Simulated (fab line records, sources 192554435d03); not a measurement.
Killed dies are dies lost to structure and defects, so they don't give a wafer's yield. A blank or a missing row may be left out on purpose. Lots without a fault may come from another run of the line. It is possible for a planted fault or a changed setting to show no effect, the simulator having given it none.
Chamber matching + flow n5 finfet + 3 sister chambers for N5_BEOL_M5_ILD_DEP_00 on pecvd-02
The step deposits SiCOH lowk from DEMS/porogen, target thk 140.64 nm, time 25.9 s. 18 wafers are shown with their chamber, then 9 later ones without.

WAFERS WITH THEIR CHAMBER
| wafer  | chamber | throttle valve pct (%) | heater power w (W) | showerhead plenum p Torr (Torr) |
|--------|---------|------------------------|--------------------|---------------------------------|
| L075.1 | 1       | 15.2                   | 365                | 5.712                           |
| L075.2 | 2       | 13.6                   | 230                | 5.720                           |
| L075.3 | 0       | 13.4                   | 298                | 5.754                           |
| L075.4 | 0       | 13.3                   | 302                | 5.750                           |
| L075.5 | 1       | 15.1                   | 371                | 5.706                           |
| L075.6 | 2       | 13.2                   | 234                | 5.716                           |
| L085.1 | 2       | 13.4                   | 291                | 5.711                           |
| L085.2 | 0       | 13.4                   | 291                | 5.738                           |
| L085.3 | 1       | 15.0                   | 382                | 5.714                           |
| L085.4 | 0       | 13.6                   | 298                | 5.754                           |
| L085.5 | 1       | 15.3                   | 396                | 5.718                           |
| L085.6 | 2       | 13.3                   | 283                | 5.714                           |
| L089.2 | 2       | 13.6                   | 256                | 5.717                           |
| L089.3 | 0       | 13.4                   | 283                | 5.737                           |
| L089.6 | 1       | 15.2                   | 349                | 5.705                           |
| L090.1 | 1       | 15.0                   | 379                | 5.728                           |
| L090.2 | 2       | 13.6                   | 252                | 5.722                           |
| L090.3 | 0       | 13.4                   | 321                | 5.742                           |

SIGNATURES (averages over the wafers above)
| reading                  | chamber 0 | chamber 1 | chamber 2 | scatter within a chamber |
|--------------------------|-----------|-----------|-----------|--------------------------|
| throttle valve pct       | 13.417    | 15.133    | 13.450    | 0.136                    |
| heater power w           | 298.83    | 373.67    | 257.67    | 18.6                     |
| showerhead plenum p Torr | 5.74583   | 5.71383   | 5.71667   | 0.00705                  |
Rule: distance of a wafer from a chamber = root of the sum over the readings of ((wafer's reading minus chamber's mean) / reading's scatter) squared. If the next closest chamber is less than 2 further off than the closest, the wafer can't be placed; otherwise it belongs to the closest. The scatter is the square root of a quotient: the sum, over the shown wafers, of each reading's squared deviation from its chamber's mean, divided by wafers minus chambers.

WAFERS WHOSE CHAMBER IS MISSING
| wafer  | throttle valve pct (%) | heater power w (W) | showerhead plenum p Torr (Torr) |
|--------|------------------------|--------------------|---------------------------------|
| L092.1 | 13.4                   | 306                | 5.755                           |
| L092.4 | 13.6                   | 272                | 5.706                           |
| L092.6 | 15.3                   | 389                | 5.726                           |
| L095.2 | 13.5                   | 279                | 5.759                           |
| L095.3 | 14.8                   | 372                | 5.706                           |
| L095.5 | 15.0                   | 370                | 5.697                           |
| L094.1 | 13.5                   | 289                | 5.742                           |
| L094.2 | 15.3                   | 389                | 5.700                           |
| L094.5 | 14.9                   | 326                | 5.701                           |

WHICH CHAMBER EACH WENT THROUGH
| wafer  | from the rows above | in truth |
|--------|---------------------|----------|
| L092.1 | 0                   | 0        |
| L092.4 | 2                   | 2        |
| L092.6 | 1                   | 1        |
| L095.2 | 0                   | 0        |
| L095.3 | 1                   | 1        |
| L095.5 | 1                   | 1        |
| L094.1 | 0                   | 0        |
| L094.2 | 1                   | 1        |
| L094.5 | 1                   | 1        |
Correctly placed: 9 of 9. From these rows, 0 cannot be placed. Number placed wrongly: 0.
